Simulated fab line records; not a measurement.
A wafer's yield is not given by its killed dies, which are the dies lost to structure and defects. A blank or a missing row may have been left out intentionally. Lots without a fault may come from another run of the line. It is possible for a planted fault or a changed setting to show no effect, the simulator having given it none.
Matching of chambers	flow nand harc	NHARC_P_M0_ETCH_34 on rie diel-04: 4 sister chambers
The step etches the open film in N2/H2, target depth 40 nm, overetch 12 nm, time 43.94 s. 36 wafers are shown with their chamber, then 12 later ones without.

WAFERS PAIRED WITH THEIR CHAMBERS
wafer	chamber	showerhead plenum p Torr (Torr)	drypump motor current A (A)	rf vpp V (V)
L074.2	2	1.93	6.2	427.1
L074.3	0	1.99	5.8	429.1
L074.6	1	2.09	5.7	431.4
L077.4	0	1.98	5.8	428.8
L077.5	1	2.09	5.7	431.1
L077.6	3	2.12	5.8	431.1
L078.1	2	1.93	6.2	428.5
L078.2	0	1.98	5.9	430.6
L078.3	3	2.12	5.8	432.3
L081.2	3	2.12	5.8	433.7
L081.3	3	2.11	5.8	433.5
L081.5	0	1.98	5.8	428.5
L082.1	0	1.98	5.8	427.9
L082.2	2	1.93	6.2	427.4
L082.5	0	1.98	5.8	428.5
L083.2	2	1.93	6.2	426.2
L083.4	3	2.11	5.8	432.4
L083.5	3	2.11	5.8	431.6
L084.2	1	2.08	5.7	433.1
L084.4	2	1.93	6.2	426.8
L084.6	1	2.08	5.7	431.7
L086.3	2	1.93	6.2	425.3
L086.4	0	1.98	5.8	430.6
L086.6	3	2.11	5.8	431.6
L088.3	2	1.93	6.2	426.4
L088.4	0	1.98	5.8	428.9
L088.6	3	2.11	5.8	433.0
L089.1	1	2.08	5.7	430.7
L089.2	0	1.98	5.9	429.1
L089.6	3	2.11	5.8	431.5
L090.2	3	2.11	5.8	431.9
L090.3	0	1.98	5.8	430.3
L090.5	0	1.98	5.8	428.5
L091.3	1	2.08	5.7	431.5
L091.4	2	1.93	6.2	427.8
L091.6	3	2.11	5.7	430.6

SIGNATURES, as means of the wafers listed above
reading	chamber 0	chamber 1	chamber 2	chamber 3	scatter within a chamber
showerhead plenum p Torr	1.9809	2.0833	1.9300	2.1127	0.00372
drypump motor current A	5.818	5.700	6.200	5.791	0.0282
rf vpp V	429.164	431.583	426.938	432.109	0.943
Rule: distance of a wafer from a chamber = root of the sum over the readings of ((wafer's reading minus chamber's mean) / reading's scatter) squared. The wafer belongs to the nearest chamber; if the next one is less than 2 further off, it can't be placed. The scatter: the root of (the sum of the squares of (reading less its chamber's mean) over the shown wafers, divided by (wafers less chambers)).

WAFERS WITH NO CHAMBER GIVEN
wafer	showerhead plenum p Torr (Torr)	drypump motor current A (A)	rf vpp V (V)
L093.4	2.11	5.8	433.0
L093.5	1.92	6.2	427.3
L093.6	2.08	5.7	431.9
L094.1	1.92	6.2	426.2
L094.2	1.98	5.8	429.3
L094.4	2.11	5.8	431.2
L095.2	2.11	5.8	432.9
L095.5	1.98	5.8	426.5
L095.6	2.11	5.8	432.8
L096.2	2.11	5.8	434.1
L096.3	1.98	5.8	428.0
L096.5	2.11	5.7	432.1

CHAMBER TAKEN BY EACH
wafer	from the rows above	in truth
L093.4	3	3
L093.5	2	2
L093.6	1	1
L094.1	2	2
L094.2	0	0
L094.4	3	3
L095.2	3	3
L095.5	0	0
L095.6	3	3
L096.2	3	3
L096.3	0	0
L096.5	3	3
12 of 12 placed correctly. Not placeable from these rows: 0. Placed wrongly: 0.
